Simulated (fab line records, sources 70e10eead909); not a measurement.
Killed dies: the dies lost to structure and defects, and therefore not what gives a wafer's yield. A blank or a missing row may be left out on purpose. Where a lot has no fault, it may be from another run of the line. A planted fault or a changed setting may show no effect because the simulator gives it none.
fab line records | flow nandHarc
record: lots: 6 | wafers: 18 | lastDay: 24
route steps=1159 shown P_M1@296 END@1159
lots that met no fault: taken from a fault-free run of the same line
startH: start of the lot's first displayed wafer, in hours after the record's first day | waitH: time in hours since the lot's previous step | " the same as in the row above | L1.1+2: several wafers, shown together as one row | - no value, or no start given | * or withheld: withheld | < > ~ a bound
route shown NAME@n: NAME is a module with steps in the file, n the number in the route of the first one | usual: mean and standard deviation over wafers with no fault | same: alike in all rows | chamber/n: place in a boat | sites: readings site by site | _std_site: the values' standard deviation | _edge_site: mean of outer sites minus mean of inner sites | radiusMm: how far each site lies from the wafer's centre | mask NAME#n: copy n | behind: the last tool/chamber to shape the wafer | hold: what put the lot on hold/how long, in hours/how the hold closed | device: which transistor (n, p or np) failed to switch | end of line: at the end of the route, the tests of the same wafers | a step without rows: its recipe alone | killed: not the wafer's yield, but the dies lost to structure and defects at the first sort | map: per-die view of a wafer (x killed, . not killed, _ where there is no die)
set.NAME: the setting that was run; set.NAME@STEP: the one run at that earlier step | model.NAME: the simulator's own value behind a step, which no gauge read
lots seen at some steps along the route; tables by step, rows by wafer
services: the hour from which a tool's chamber was out of use, counted from the record's first day as startH (under 0 if before that day), plus the number of hours and why
== steps ==
step: NHARC_P_M1_OVL_MEAS_10
recipe: pitchNm: 260
usual: overlayXNm: -0.1/1 | overlayYNm: -0.2/0.78
lot.wafer | tool       | chamber | startH | waitH | overlayXNm | overlayYNm
L227.3    | overlay-02 | -       | 141.00 | -     | -1.0       | -0.4
L227.5    | "          | -       | "      | "     | -1.2       | 0.3
L227.6    | "          | -       | "      | "     | -1.0       | 0.3
L229.2    | overlay-01 | -       | 150.62 | -     | -0.1       | -1.0
L229.4    | "          | -       | "      | "     | -0.9       | -0.8
L229.6    | "          | -       | "      | "     | -0.5       | -1.2
L242.1    | overlay-02 | -       | 222.79 | -     | 0.3        | -1.6
L242.4    | "          | -       | "      | "     | 0.7        | -2.2
L242.5    | "          | -       | "      | "     | 1.1        | -1.3
L241.3    | overlay-02 | -       | 223.14 | -     | 1.5        | -0.7
L241.4    | "          | -       | "      | "     | 1.5        | -0.7
L241.5    | "          | -       | "      | "     | 0.4        | -0.5
L243.2    | overlay-02 | -       | 230.17 | -     | 1.0        | 0.9
L243.4    | "          | -       | "      | "     | 0.0        | 0.8
L243.6    | "          | -       | "      | "     | 0.5        | -0.1
L247.3    | overlay-01 | -       | 249.19 | -     | -2.1       | -0.2
L247.4    | "          | -       | "      | "     | -2.1       | -0.2
L247.6    | "          | -       | "      | "     | -1.6       | -0.5
step: NHARC_P_M1_INSPECT_11
usual: rawDefectCount: 3.5/1.9
lot.wafer | tool             | chamber | startH | waitH | rawDefectCount
L227.3    | defectInspect-02 | -       | 141.03 | 0.0   | 6
L227.5    | "                | -       | "      | "     | 5
L227.6    | "                | -       | "      | "     | 7
L229.2    | defectInspect-01 | -       | 150.66 | 0.0   | 1
L229.4    | "                | -       | "      | "     | 5
L229.6    | "                | -       | "      | "     | 2
L242.1    | defectInspect-02 | -       | 222.82 | 0.0   | 7
L242.4    | "                | -       | "      | "     | 2
L242.5    | "                | -       | "      | "     | 6
L241.3    | defectInspect-02 | -       | 223.17 | 0.0   | 4
L241.4    | "                | -       | "      | "     | 0
L241.5    | "                | -       | "      | "     | 1
L243.2    | defectInspect-01 | -       | 230.21 | 0.0   | 0
L243.4    | "                | -       | "      | "     | 3
L243.6    | "                | -       | "      | "     | 4
L247.3    | defectInspect-02 | -       | 249.22 | 0.0   | 1
L247.4    | "                | -       | "      | "     | 5
L247.6    | "                | -       | "      | "     | 8
step: NHARC_P_M1_DESCUM_14
recipe: timeS: 3 | o2FlowSccm: 200 | arFlowSccm: 0 | biasPowerW: 0 | chemistry: O2
step: NHARC_P_M1_ETCH_35
recipe: targetDepthA: 400 | overetchA: 120 | timeS: 43.94 | ionEnergyEv: 200 | n2FlowSccm: 150 | h2FlowSccm: 150 | arFlowSccm: 0 | rfW: 400 | biasW: 150 | chemistry: N2/H2
usual: drypumpMotorCurrentA: 5.7/0.37 | h2FlowSccm: 150.0/0.44 | n2FlowSccm: 150.0/0.44 | oesProductAu: 1.001/0.0087 | rfVppV: 431.1/3 | showerheadPlenumPTorr: 2.06/0.1 | throttleValvePct: 14.171/0.0094
lot.wafer | tool       | chamber | startH | waitH | drypumpMotorCurrentA | h2FlowSccm | n2FlowSccm | oesProductAu | rfHoursCounterH | rfVppV | showerheadPlenumPTorr | throttleValvePct
L227.3    | rieDiel-12 | 0       | 141.19 | 0.1   | 5.7                  | 150.0      | 150.3      | 1.006        | 6               | 428.4  | 1.98                  | 14.156
L227.6    | "          | 2       | "      | "     | 5.6                  | 150.1      | 150.0      | 0.992        | -               | 431.9  | 2.11                  | 14.158
L227.5    | "          | 3       | "      | "     | 5.9                  | 149.8      | 150.2      | 1.002        | -               | 433.9  | 2.19                  | 14.173
L229.4    | rieDiel-12 | 3       | 150.80 | 0.1   | 6.0                  | 149.3      | 149.9      | 1.004        | 9               | 433.4  | 2.19                  | 14.165
L229.2    | "          | 0       | "      | "     | 5.7                  | 149.4      | 149.8      | 0.999        | 7               | 428.8  | 1.98                  | 14.155
L229.6    | "          | 0       | "      | "     | 5.7                  | 149.4      | 150.5      | 1.006        | -               | 428.6  | 1.98                  | 14.186
L242.4    | rieDiel-08 | 1       | 222.97 | 0.1   | 5.6                  | 150.7      | 150.2      | 1.011        | 7               | 430.9  | 2.00                  | 14.186
L242.1    | "          | 2       | "      | "     | 6.2                  | 150.5      | 150.1      | 1.018        | 7               | 425.4  | 1.90                  | 14.177
L242.5    | "          | 1       | "      | "     | 5.6                  | 150.6      | 149.9      | 0.998        | -               | 431.1  | 2.00                  | 14.196
L241.3    | rieDiel-01 | 3       | 223.32 | 0.1   | 6.1                  | 150.1      | 149.7      | 0.987        | 1               | 427.9  | 1.92                  | 14.182
L241.4    | "          | 2       | "      | "     | 5.0                  | 150.3      | 150.5      | 0.988        | 2               | 430.4  | 2.06                  | 14.174
L241.5    | "          | 0       | "      | "     | 5.3                  | 149.3      | 149.6      | 1.015        | -               | 434.1  | 2.13                  | 14.168
L243.2    | rieDiel-01 | 3       | 230.36 | 0.1   | 6.1                  | 150.3      | 150.3      | 1.004        | 1               | 427.1  | 1.92                  | 14.174
L243.4    | "          | 1       | "      | "     | 6.0                  | 149.7      | 150.9      | 1.004        | 2               | 428.3  | 1.97                  | 14.186
L243.6    | "          | 0       | "      | "     | 5.3                  | 150.2      | 149.7      | 1.007        | -               | 433.1  | 2.13                  | 14.176
L247.3    | rieDiel-12 | 0       | 249.38 | 0.1   | 5.7                  | 150.0      | 150.2      | 1.001        | 2               | 427.5  | 1.98                  | 14.164
L247.4    | "          | 1       | "      | "     | 5.1                  | 149.9      | 150.0      | 0.987        | 2               | 435.9  | 2.20                  | 14.176
L247.6    | "          | 3       | "      | "     | 6.0                  | 149.7      | 150.0      | 0.979        | -               | 432.4  | 2.19                  | 14.178
step: NHARC_P_M1_ETCH_15
recipe: targetDepthA: 1825 | timeS: 91.2 | c4f8FlowSccm: withheld | arFlowSccm: 400 | rfW: 600 | biasW: 300 | chemistry: C4F8/Ar
step: NHARC_P_M1_CD_MEAS_16
usual: cdNm: 130.1/0.74
lot.wafer | tool     | chamber | startH | waitH | cdNm
L227.3    | cdSem-02 | -       | 141.40 | -     | 129.6
L227.5    | "        | -       | "      | "     | 130.6
L227.6    | "        | -       | "      | "     | 130.3
L229.2    | cdSem-03 | -       | 151.02 | -     | 129.9
L229.4    | "        | -       | "      | "     | 129.4
L229.6    | "        | -       | "      | "     | 130.4
L242.1    | cdSem-02 | -       | 223.19 | -     | 129.8
L242.4    | "        | -       | "      | "     | 129.7
L242.5    | "        | -       | "      | "     | 129.8
L241.3    | cdSem-01 | -       | 223.54 | -     | 129.7
L241.4    | "        | -       | "      | "     | 129.3
L241.5    | "        | -       | "      | "     | 128.9
L243.2    | cdSem-01 | -       | 230.58 | -     | 130.2
L243.4    | "        | -       | "      | "     | 131.1
L243.6    | "        | -       | "      | "     | 129.7
L247.3    | cdSem-01 | -       | 249.59 | -     | 130.6
L247.4    | "        | -       | "      | "     | 129.7
L247.6    | "        | -       | "      | "     | 131.1
step: NHARC_P_M1_STRIP_18
recipe: powerW: 1000 | n2FlowSccm: 150 | h2FlowSccm: 150 | arFlowSccm: 0 | biasW: 0 | chemistry: N2/H2
step: NHARC_P_M1_ETCH_28
recipe: targetDepthA: 300 | overEtchFrac: 0.3 | timeS: 72.99 | ionEnergyEv: 150 | cf4FlowSccm: 50 | n2FlowSccm: 100 | arFlowSccm: 150 | rfW: 300 | biasW: 100 | chemistry: CF4/N2
usual: drypumpMotorCurrentA: 5.7/0.37 | n2FlowSccm: 100.1/0.34 | oesProductAu: 1.000/0.0093 | rfVppV: 314.6/2.1 | showerheadPlenumPTorr: 2.65/0.12 | throttleValvePct: 19.794/0.0086
lot.wafer | tool       | chamber | startH | waitH | drypumpMotorCurrentA | n2FlowSccm | oesProductAu | rfHoursCounterH | rfVppV | showerheadPlenumPTorr | throttleValvePct
L227.3    | rieDiel-12 | 2       | -      | -     | 5.6                  | 99.9       | 0.993        | 8               | 315.3  | 2.71                  | 19.765
L227.5    | "          | 2       | "      | "     | 5.6                  | 100.2      | 1.007        | -               | 314.3  | 2.71                  | 19.795
L227.6    | "          | 3       | "      | "     | 6.0                  | 100.5      | 0.997        | -               | 318.0  | 2.80                  | 19.786
L229.2    | rieDiel-08 | 1       | -      | -     | 5.6                  | 100.1      | 1.018        | 1               | 313.6  | 2.58                  | 19.806
L229.4    | "          | 0       | "      | "     | 6.1                  | 100.3      | 1.000        | 1               | 315.4  | 2.69                  | 19.794
L229.6    | "          | 2       | "      | "     | 6.2                  | 100.5      | 0.996        | -               | 311.9  | 2.46                  | 19.799
L242.1    | rieDiel-08 | 3       | -      | -     | 5.4                  | 100.2      | 0.997        | 7               | 317.5  | 2.79                  | 19.804
L242.4    | "          | 0       | "      | "     | 6.1                  | 100.3      | 0.984        | 6               | 315.6  | 2.68                  | 19.795
L242.5    | "          | 2       | "      | "     | 6.2                  | 99.5       | 1.008        | -               | 311.7  | 2.45                  | 19.811
L241.3    | rieDiel-01 | 2       | -      | -     | 5.0                  | 99.7       | 0.990        | 2               | 314.8  | 2.65                  | 19.801
L241.4    | "          | 3       | "      | "     | 6.1                  | 100.0      | 0.992        | 1               | 310.5  | 2.48                  | 19.795
L241.5    | "          | 2       | "      | "     | 5.0                  | 100.6      | 1.000        | -               | 314.3  | 2.65                  | 19.795
L243.4    | rieDiel-08 | 0       | -      | -     | 6.2                  | 99.7       | 1.012        | 7               | 316.3  | 2.68                  | 19.788
L243.2    | "          | 2       | "      | "     | 6.2                  | 99.4       | 1.007        | 9               | 311.1  | 2.45                  | 19.792
L243.6    | "          | 1       | "      | "     | 5.6                  | 100.1      | 0.996        | -               | 313.6  | 2.58                  | 19.796
L247.3    | rieDiel-08 | 1       | -      | -     | 5.6                  | 100.2      | 1.003        | 8               | 313.3  | 2.58                  | 19.784
L247.4    | "          | 0       | "      | "     | 6.1                  | 100.3      | 0.997        | 8               | 314.6  | 2.68                  | 19.794
L247.6    | "          | 2       | "      | "     | 6.2                  | 100.1      | 1.005        | -               | 310.0  | 2.45                  | 19.792
step: NHARC_P_M1_STRIP_19
recipe: timeS: 600 | tempC: 30 | chemistry: postEtchResidueRemover
step: NHARC_P_M1_DEGAS_29
recipe: tempC: 250 | timeS: 60
usual: heaterPowerW: 309/24
lot.wafer | tool          | chamber | startH | waitH | heaterPowerW
L227.3    | pvdSputter-03 | -       | 142.14 | -     | 319
L227.5    | "             | -       | "      | "     | 274
L227.6    | "             | -       | "      | "     | 293
L229.2    | pvdSputter-02 | -       | 151.74 | -     | 304
L229.4    | "             | -       | "      | "     | 312
L229.6    | "             | -       | "      | "     | 298
L242.4    | pvdSputter-03 | -       | 223.91 | -     | 277
L242.1    | "             | -       | "      | "     | 325
L242.5    | "             | -       | "      | "     | 276
L241.4    | pvdSputter-03 | -       | 224.25 | -     | 327
L241.3    | "             | -       | "      | "     | 274
L241.5    | "             | -       | "      | "     | 320
L243.4    | pvdSputter-01 | -       | 231.30 | -     | 311
L243.2    | "             | -       | "      | "     | 368
L243.6    | "             | -       | "      | "     | 347
L247.3    | pvdSputter-02 | -       | 250.30 | -     | 325
L247.4    | "             | -       | "      | "     | 305
L247.6    | "             | -       | "      | "     | 320
step: NHARC_P_M1_PRE_CLEAN_30
recipe: timeS: 30 | tempC: 280 | gas: H2/He
step: NHARC_P_M1_PVD_20
recipe: targetThkA: 50 | biasV: 168.6 | powerW: 15000 | chamberPressurePa: 0.12 | timeS: 8.06 | substrateTempC: 50 | material: TaN
usual: throttleValvePct: 29.6/0.89
lot.wafer | tool          | chamber | startH | waitH | throttleValvePct
L227.3    | pvdSputter-03 | -       | -      | -     | 30.8
L227.5    | "             | -       | "      | "     | 28.6
L227.6    | "             | -       | "      | "     | 28.4
L229.2    | pvdSputter-02 | -       | -      | -     | 29.4
L229.4    | "             | -       | "      | "     | 28.9
L229.6    | "             | -       | "      | "     | 29.7
L242.4    | pvdSputter-03 | -       | -      | -     | 30.6
L242.1    | "             | -       | "      | "     | 30.9
L242.5    | "             | -       | "      | "     | 30.8
L241.3    | pvdSputter-03 | -       | -      | -     | 28.9
L241.4    | "             | -       | "      | "     | 30.7
L241.5    | "             | -       | "      | "     | 28.6
L243.4    | pvdSputter-01 | -       | -      | -     | 28.5
L243.2    | "             | -       | "      | "     | 30.6
L243.6    | "             | -       | "      | "     | 30.5
L247.3    | pvdSputter-02 | -       | -      | -     | 29.6
L247.4    | "             | -       | "      | "     | 30.1
L247.6    | "             | -       | "      | "     | 29.7
step: NHARC_P_M1_PVD_21
recipe: targetThkA: 300 | chamberPressurePa: 5 | powerW: 5000 | substrateTempC: 30 | timeS: 20.49 | material: Cu
usual: throttleValvePct: 29.5/0.9
lot.wafer | tool          | chamber | startH | waitH | throttleValvePct
L227.3    | pvdSputter-03 | -       | 142.36 | -     | 28.5
L227.6    | "             | -       | "      | "     | 31.0
L227.5    | "             | -       | "      | "     | 28.7
L229.4    | pvdSputter-02 | -       | 151.99 | -     | 29.0
L229.2    | "             | -       | "      | "     | 29.2
L229.6    | "             | -       | "      | "     | 30.0
L242.1    | pvdSputter-03 | -       | 224.14 | -     | 28.5
L242.4    | "             | -       | "      | "     | 30.8
L242.5    | "             | -       | "      | "     | 28.5
L241.3    | pvdSputter-03 | -       | 224.49 | -     | 28.1
L241.4    | "             | -       | "      | "     | 30.6
L241.5    | "             | -       | "      | "     | 28.8
L243.4    | pvdSputter-01 | -       | 231.53 | -     | 30.5
L243.2    | "             | -       | "      | "     | 30.0
L243.6    | "             | -       | "      | "     | 28.7
L247.4    | pvdSputter-02 | -       | 250.54 | -     | 29.5
L247.3    | "             | -       | "      | "     | 29.4
L247.6    | "             | -       | "      | "     | 30.1
step: NHARC_P_M1_ECD_22
recipe: targetThkA: 4000 | bathTempC: 25 | material: Cu
step: NHARC_P_M1_ANNEAL_31
recipe: tempC: 225 | timeS: 90
usual: wafer_temp_C_max: 226.0/0.5
lot.wafer | tool         | chamber | startH | waitH | wafer_temp_C_max
L227.3    | rtpAnneal-01 | 0       | 143.10 | 0.4   | 226.8
L227.5    | "            | 0       | "      | "     | 226.4
L227.6    | "            | 0       | "      | "     | 226.6
L229.2    | rtpAnneal-02 | 0       | 152.53 | 0.3   | 225.8
L229.4    | "            | 0       | "      | "     | 225.6
L229.6    | "            | 0       | "      | "     | 225.4
L242.1    | rtpAnneal-01 | 0       | 224.65 | 0.3   | 226.1
L242.4    | "            | 0       | "      | "     | 227.1
L242.5    | "            | 0       | "      | "     | 226.5
L241.3    | rtpAnneal-01 | 0       | 225.10 | 0.3   | 226.4
L241.4    | "            | 0       | "      | "     | 226.0
L241.5    | "            | 0       | "      | "     | 226.4
L243.2    | rtpAnneal-01 | 0       | 232.09 | -     | 226.3
L243.4    | "            | 0       | "      | "     | 226.9
L243.6    | "            | 0       | "      | "     | 226.1
L247.3    | rtpAnneal-02 | 0       | 251.20 | 0.4   | 225.4
L247.4    | "            | 0       | "      | "     | 225.3
L247.6    | "            | 0       | "      | "     | 225.3
step: NHARC_P_M1_CMP_23
recipe: tOverpolishS: 20 | targetThkNm: 157.82
step: NHARC_P_M1_SRD_25
step: NHARC_P_M1_INSPECT_27
usual: rawDefectCount: 311/120
lot.wafer | tool             | chamber | startH | waitH | rawDefectCount
L227.3    | defectInspect-01 | -       | 143.82 | 0.0   | 299
L227.5    | "                | -       | "      | "     | 325
L227.6    | "                | -       | "      | "     | 205
L229.2    | defectInspect-02 | -       | 153.30 | 0.0   | 215
L229.4    | "                | -       | "      | "     | 233
L229.6    | "                | -       | "      | "     | 208
L242.1    | defectInspect-01 | -       | 225.47 | 0.0   | 375
L242.4    | "                | -       | "      | "     | 320
L242.5    | "                | -       | "      | "     | 342
L241.3    | defectInspect-02 | -       | 225.84 | 0.0   | 339
L241.4    | "                | -       | "      | "     | 252
L241.5    | "                | -       | "      | "     | 418
L243.2    | defectInspect-01 | -       | 232.86 | 0.0   | 319
L243.4    | "                | -       | "      | "     | 413
L243.6    | "                | -       | "      | "     | 416
L247.3    | defectInspect-01 | -       | 251.91 | 0.0   | 372
L247.4    | "                | -       | "      | "     | 283
L247.6    | "                | -       | "      | "     | 304
step: NHARC_P_M1_PRE_CLEAN_32
recipe: timeS: 12 | tempC: 370 | rfPowerW: 300 | gas: NH3
step: NHARC_P_M1_DEP_33
recipe: targetThkA: 300 | tempC: 370 | targetThkNm: 30 | pressureTorr: 3 | flowSccm: 200 | rfW: 450 | material: SiCN
step: NHARC_END_SORT_01
recipe: tempC: 25
usual: defectLimitedYield: 95.4/1.7 | killedAtArray: 27/11 | killedAtOther: 0.6/0.89 | killedAtPeriphery: 3.0/2.4 | killedDies: 31/12 | killedOpen: 3.2/1.6 | killedShort: 2.0/1.5 | sort_bin_2_pct: 1.5/0.69 | sort_bin_3_pct: 0.23/0.22 | sort_bin_4_pct: 2.9/1.1 | sortNPass: 646/12 | sortRimYieldPct: 94/3.3 | sortYieldPct: 95.4/1.7
same: grossDies: 677 | sort_bin_5_pct[%]: 0 | sort_bin_6_pct[%]: 0 | sort_bin_7_pct[%]: 0 | sort_bin_8_pct[%]: 0 | sortRimNGross: 106.00
lot.wafer | tool      | chamber | startH | waitH | defectLimitedYield[%] | killedAtArray | killedAtOther | killedAtPeriphery | killedDies | killedOpen | killedShort | sort_bin_2_pct[%] | sort_bin_3_pct[%] | sort_bin_4_pct[%] | sortNPass | sortRimYieldPct[%] | sortYieldPct[%]
L242.1    | prober-01 | 0       | 534.47 | 2.5   | 0                     | 30            | 4             | 643               | 677        | 2          | 0           | 95.0              | 0.30              | 4.7               | 0         | 0                  | 0
L242.4    | prober-01 | 0       | 536.89 | 3.4   | 0                     | 28            | 4             | 645               | 677        | 6          | 0           | 95.4              | 0.59              | 4.0               | 0         | 0                  | 0
L242.5    | prober-01 | 0       | 537.70 | 3.7   | 0                     | 34            | 1             | 642               | 677        | 3          | 5           | 95.4              | 0                 | 4.6               | 0         | 0                  | 0
L241.3    | prober-02 | 0       | 549.32 | 3.1   | 0                     | 13            | 1             | 663               | 677        | 3          | 2           | 97.9              | 0.30              | 1.8               | 0         | 0                  | 0
L241.4    | prober-02 | 0       | 550.13 | 3.4   | 0.3                   | 13            | 1             | 661               | 675        | 4          | 4           | 98.4              | 0                 | 1.3               | 2         | 0                  | 0.3
L241.5    | prober-02 | 0       | 550.94 | 3.7   | 0                     | 17            | 0             | 660               | 677        | 5          | 2           | 97.8              | 0                 | 2.2               | 0         | 0                  | 0
L247.3    | prober-02 | 0       | 565.10 | 3.1   | 96.6                  | 20            | 1             | 2                 | 23         | 2          | 0           | 1.3               | 0.44              | 1.6               | 654       | 94                 | 96.6
L247.4    | prober-02 | 0       | 565.89 | 3.4   | 95.3                  | 28            | 1             | 3                 | 32         | 2          | 1           | 1.9               | 0.30              | 2.5               | 645       | 95                 | 95.3
L247.6    | prober-02 | 0       | 567.48 | 4.0   | 94.2                  | 33            | 1             | 5                 | 39         | 4          | 1           | 1.8               | 0.59              | 3.4               | 638       | 98                 | 94.2
killed by level:class
L242.1 P_M1:areaPvd=634 A_CHANNEL_HOLE_D1:chamberFilmFlake=10 A_SLIT:chamberFilmFlake=9 P_M2:chamberFilmFlake=5 A_STAIRCASE:chamberFilmFlake=5 A_CONTACT:chamberFilmFlake=4 THIN_TSV:chamberFilmFlake=4 A_CONTACT:geometricParticle:open=2
L242.4 P_M1:areaPvd=638 A_SLIT:chamberFilmFlake=11 P_M2:chamberFilmFlake=5 A_CHANNEL_HOLE_D1:chamberFilmFlake=4 A_STAIRCASE:chamberFilmFlake=4 THIN_TSV:chamberFilmFlake=4 A_CHANNEL_FILL_D1:chamberFilmFlake=3 A_WL_FILL:geometricParticle:open=2
L242.5 P_M1:areaPvd=633 A_SLIT:chamberFilmFlake=16 A_CHANNEL_HOLE_D1:chamberFilmFlake=7 A_CONTACT:chamberFilmFlake=4 P_M0:geometricParticle:short=2 P_ZERO_WELL:chamberFilmFlake=2 P_M2:chamberFilmFlake=2 A_STAIRCASE:chamberFilmFlake=2
L241.3 P_M1:areaPvd=660 A_CHANNEL_HOLE_D1:chamberFilmFlake=5 P_STI:chamberFilmFlake=3 A_SOURCE_PLATE:geometricParticle:open=1 A_ONON_D1:geometricParticle:open=1 A_CHANNEL_FILL_D1:geometricParticle:short=1 A_CONTACT:geometricParticle:short=1 A_CONTACT:geometricParticle:open=1
L241.4 P_M1:areaPvd=659 A_CHANNEL_HOLE_D1:chamberFilmFlake=5 P_GATE:geometricParticle:open=2 A_WL_FILL:geometricParticle:short=2 A_SGD_CUT:geometricParticle:short=1 A_CONTACT:geometricParticle:open=1 A_CONTACT:geometricParticle:short=1 A_M1:geometricParticle:open=1
L241.5 P_M1:areaPvd=658 A_CHANNEL_HOLE_D1:chamberFilmFlake=4 A_SGD_CUT:chamberFilmFlake=4 A_CONTACT:geometricParticle:open=2 P_M0:geometricParticle:open=1 P_M1:geometricParticle:open=1 A_SOURCE_PLATE:geometricParticle:short=1 A_ONON_D1:geometricParticle:short=1
L247.3 A_CHANNEL_HOLE_D1:chamberFilmFlake=17 A_SLIT:chamberFilmFlake=2 P_M1:geometricParticle:open=1 A_CONTACT:geometricParticle:open=1 P_STI:chamberFilmFlake=1 THIN_TSV:chamberFilmFlake=1
L247.4 A_CHANNEL_HOLE_D1:chamberFilmFlake=19 A_SLIT:chamberFilmFlake=3 A_CONTACT:chamberFilmFlake=3 A_CONTACT:geometricParticle:open=2 A_CHANNEL_FILL_D1:geometricParticle:short=1 P_STI:chamberFilmFlake=1 P_CONTACT:chamberFilmFlake=1 P_BONDPAD:chamberFilmFlake=1
L247.6 A_CHANNEL_HOLE_D1:chamberFilmFlake=24 A_SLIT:chamberFilmFlake=4 P_CONTACT:geometricParticle:open=2 P_STI:chamberFilmFlake=2 A_CONTACT:geometricParticle:short=1 A_CONTACT:geometricParticle:open=1 A_BLC:geometricParticle:open=1 P_CONTACT:chamberFilmFlake=1
map L241.3 (x killed, . not)
____________x____________
_________xxxxxxx_________
_______xxxxxxxxxxx_______
______xxxxxxxxxxxxx______
_____xxxxxxxxxxxxxxx_____
____xxxxxxxxxxxxxxxxx____
____xxxxxxxxxxxxxxxxx____
___xxxxxxxxxxxxxxxxxxx___
___xxxxxxxxxxxxxxxxxxx___
__xxxxxxxxxxxxxxxxxxxxx__
__xxxxxxxxxxxxxxxxxxxxx__
_xxxxxxxxxxxxxxxxxxxxxxx_
_xxxxxxxxxxxxxxxxxxxxxxx_
_xxxxxxxxxxxxxxxxxxxxxxx_
_xxxxxxxxxxxxxxxxxxxxxxx_
_xxxxxxxxxxxxxxxxxxxxxxx_
xxxxxxxxxxxxxxxxxxxxxxxxx
xxxxxxxxxxxxxxxxxxxxxxxxx
xxxxxxxxxxxxxxxxxxxxxxxxx
xxxxxxxxxxxxxxxxxxxxxxxxx
xxxxxxxxxxxxxxxxxxxxxxxxx
_xxxxxxxxxxxxxxxxxxxxxxx_
_xxxxxxxxxxxxxxxxxxxxxxx_
_xxxxxxxxxxxxxxxxxxxxxxx_
_xxxxxxxxxxxxxxxxxxxxxxx_
_xxxxxxxxxxxxxxxxxxxxxxx_
__xxxxxxxxxxxxxxxxxxxxx__
__xxxxxxxxxxxxxxxxxxxxx__
___xxxxxxxxxxxxxxxxxxx___
___xxxxxxxxxxxxxxxxxxx___
____xxxxxxxxxxxxxxxxx____
____xxxxxxxxxxxxxxxxx____
_____xxxxxxxxxxxxxxx_____
______xxxxxxxxxxxxx______
_______xxxxxxxxxxx_______
_________xxxxxxx_________
____________x____________
map L242.1 (x killed, . not)
____________x____________
_________xxxxxxx_________
_______xxxxxxxxxxx_______
______xxxxxxxxxxxxx______
_____xxxxxxxxxxxxxxx_____
____xxxxxxxxxxxxxxxxx____
____xxxxxxxxxxxxxxxxx____
___xxxxxxxxxxxxxxxxxxx___
___xxxxxxxxxxxxxxxxxxx___
__xxxxxxxxxxxxxxxxxxxxx__
__xxxxxxxxxxxxxxxxxxxxx__
_xxxxxxxxxxxxxxxxxxxxxxx_
_xxxxxxxxxxxxxxxxxxxxxxx_
_xxxxxxxxxxxxxxxxxxxxxxx_
_xxxxxxxxxxxxxxxxxxxxxxx_
_xxxxxxxxxxxxxxxxxxxxxxx_
xxxxxxxxxxxxxxxxxxxxxxxxx
xxxxxxxxxxxxxxxxxxxxxxxxx
xxxxxxxxxxxxxxxxxxxxxxxxx
xxxxxxxxxxxxxxxxxxxxxxxxx
xxxxxxxxxxxxxxxxxxxxxxxxx
_xxxxxxxxxxxxxxxxxxxxxxx_
_xxxxxxxxxxxxxxxxxxxxxxx_
_xxxxxxxxxxxxxxxxxxxxxxx_
_xxxxxxxxxxxxxxxxxxxxxxx_
_xxxxxxxxxxxxxxxxxxxxxxx_
__xxxxxxxxxxxxxxxxxxxxx__
__xxxxxxxxxxxxxxxxxxxxx__
___xxxxxxxxxxxxxxxxxxx___
___xxxxxxxxxxxxxxxxxxx___
____xxxxxxxxxxxxxxxxx____
____xxxxxxxxxxxxxxxxx____
_____xxxxxxxxxxxxxxx_____
______xxxxxxxxxxxxx______
_______xxxxxxxxxxx_______
_________xxxxxxx_________
____________x____________
== services ==
tool          | chamber | startH | hours | kind
pvdSputter-01 | -       | 120.94 | 9.4   | repair
rieDiel-08    | -       | 124.80 | 9.0   | pm
rieDiel-08    | 0       | 124.80 | 9.0   | ventCycle
rieDiel-08    | 1       | 124.80 | 9.0   | ventCycle
rieDiel-08    | 2       | 124.80 | 9.0   | ventCycle
rieDiel-08    | 3       | 124.80 | 9.0   | ventCycle
pvdSputter-03 | -       | 132.23 | 4.0   | repair
rieDiel-08    | 0       | 133.80 | -     | clean
rieDiel-08    | 1       | 133.80 | -     | clean
rieDiel-08    | 2       | 133.80 | -     | clean
rieDiel-08    | 3       | 133.80 | -     | clean
rieDiel-01    | -       | 137.80 | 9.0   | pm
rieDiel-01    | 3       | 155.04 | 10.5  | repair
pvdSputter-01 | -       | 158.00 | 10.0  | pm
rieDiel-08    | 0       | 158.30 | -     | clean
rieDiel-08    | 1       | 158.30 | -     | clean
rieDiel-08    | 2       | 158.30 | -     | clean
pvdSputter-03 | -       | 181.42 | 3.0   | repair
rieDiel-08    | 0       | 191.14 | 2.5   | repair
rieDiel-12    | 2       | 193.05 | 9.4   | repair
pvdSputter-01 | -       | 195.19 | 0.7   | repair
rieDiel-12    | -       | 202.42 | 9.0   | pm
pvdSputter-01 | -       | 213.99 | 1.0   | repair
pvdSputter-02 | -       | 214.05 | 10.0  | pm
== key ==
firstSign: step: NHARC_END_SORT_01 | reading: killedAtPeriphery | direction: up | sigmas: 99+ | usual: 3.0 | struck: 652.3
effect: step: NHARC_END_SORT_01 | reading: sort_bin_2_pct | direction: up | sigmas: 99+ | usual: 1.5 | struck: 96.7
moreKillsBornAt: NHARC_P_M1_PVD_21@pvdSputter-03: 3882
metAt NHARC_P_M1_PVD_21
struckWafers L241.3,L241.4,L241.5,L242.1,L242.4,L242.5
laterRowsLeftOut L241.3,L241.4,L241.5,L242.1,L242.4,L242.5
onsetBetween 142.36 224.14
alsoFits NHARC_P_M1_DEGAS_29:pvdSputter-03,NHARC_P_M1_PVD_20:pvdSputter-03
fault: kind: processParameterDrift | tool: pvdSputter-03 | chamber: - | onsetH: 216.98 | steps: NHARC_P_M1_PVD_21 | channel: targetThkA | offset: * | shape: step | endH: 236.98 | actsIn: * | stated: *
laterRowsLeftOut: the simulator's readings of these wafers behind a module that went badly wrong aren't trusted and aren't shown, but for the sort
